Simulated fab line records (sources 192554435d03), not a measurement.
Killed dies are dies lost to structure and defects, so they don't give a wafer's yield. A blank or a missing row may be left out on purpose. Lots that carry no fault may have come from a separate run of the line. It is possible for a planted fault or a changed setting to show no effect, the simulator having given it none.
Matching of chambers + flow n5_finfet + 4 sister chambers for N5_BEOL_M5_ETCH_67 on rie_diel-05
The step etches SiARC in CF4, target depth 15.6 nm, time 26 s. 7 wafers are shown with their chamber, then 7 later ones without.

## WAFERS, EACH WITH ITS CHAMBER
| wafer  | chamber | drypump_motor_current_A (A) | showerhead_plenum_p_Torr (Torr) |
|--------|---------|-----------------------------|---------------------------------|
| L076.5 | 2       | 6.8                         | 2.13                            |
| L080.5 | 0       | 5.9                         | 2.19                            |
| L085.1 | 1       | 5.7                         | 2.04                            |
| L085.2 | 2       | 6.7                         | 2.12                            |
| L085.6 | 1       | 5.7                         | 2.04                            |
| L088.1 | 3       | 5.2                         | 2.13                            |
| L088.3 | 0       | 6.0                         | 2.18                            |

## WAFERS WITHOUT THEIR CHAMBER
| wafer  | drypump_motor_current_A (A) | showerhead_plenum_p_Torr (Torr) |
|--------|-----------------------------|---------------------------------|
| L088.5 | 5.7                         | 2.04                            |
| L091.2 | 5.2                         | 2.13                            |
| L091.4 | 5.7                         | 2.03                            |
| L091.5 | 5.7                         | 2.03                            |
| L093.1 | 5.9                         | 2.18                            |
| L093.2 | 5.2                         | 2.13                            |
| L093.4 | 6.7                         | 2.11                            |

## THE CHAMBER EACH PASSED THROUGH
| wafer  | from the rows above | in truth |
|--------|---------------------|----------|
| L088.5 | 1                   | 1        |
| L091.2 | 3                   | 3        |
| L091.4 | 1                   | 1        |
| L091.5 | 1                   | 1        |
| L093.1 | 0                   | 0        |
| L093.2 | 3                   | 3        |
| L093.4 | 2                   | 2        |
Placed correctly: 7 of 7. Can't be placed from these rows: 0. Number placed wrongly: 0.
How it was worked out, from the rows above alone: a wafer's distance from a chamber is the root of the sum, over the readings, of the square of ((its reading less the chamber's mean) divided by the reading's scatter). If the next closest chamber is less than 2 further off than the closest, the wafer can't be placed; otherwise it belongs to the closest. A chamber's mean is the mean of its shown wafers. The scatter: take each reading less its chamber's mean, square it, sum over the shown wafers, divide by the number of wafers less the number of chambers, and take the root.
